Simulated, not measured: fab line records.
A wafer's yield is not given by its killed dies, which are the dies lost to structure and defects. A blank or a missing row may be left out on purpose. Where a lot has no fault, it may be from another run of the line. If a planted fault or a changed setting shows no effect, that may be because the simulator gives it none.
Matching of chambers | flow n5_finfet | cvd_co-02 running N5_BEOL_M3_CO_CAP_55: 3 sister chambers
The step material Co, precursor CCTBA/H2, target thk 2 nm, time 102.1 s. 3 wafers are shown with their chamber, then 7 later ones without.

WAFERS, EACH WITH ITS CHAMBER
wafer  | chamber | heater_power_w (W)
L086.4 | 0       | 246
L088.3 | 2       | 251
L088.5 | 1       | 234

WAFERS WITH NO CHAMBER GIVEN
wafer  | heater_power_w (W)
L088.6 | 246
L095.1 | 249
L095.2 | 232
L095.3 | 243
L097.2 | 243
L097.4 | 246
L097.6 | 243

CHAMBER TAKEN BY EACH
wafer  | from the rows above     | in truth
L088.6 | 0                       | 0
L095.1 | can't be placed: 2 or 0 | 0
L095.2 | 1                       | 1
L095.3 | 0                       | 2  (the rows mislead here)
L097.2 | 0                       | 0
L097.4 | 0                       | 0
L097.6 | 0                       | 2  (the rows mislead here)
Correctly placed: 4 of 7. Unplaceable from these rows: 1, with the true chamber sitting among the candidates in 1. Number placed wrongly: 2.
How it was worked out, from the rows above alone: a wafer's distance from a chamber is the root of the sum, over the readings, of the square of ((its reading less the chamber's mean) divided by the reading's scatter). The wafer belongs to the nearest chamber; if the next one is less than 2 further off, it can't be placed. The mean given for a chamber averages the wafers shown for that chamber. The scatter: root of mean squared gap, hidden wafer to nearest shown wafer, with one shown wafer a chamber.
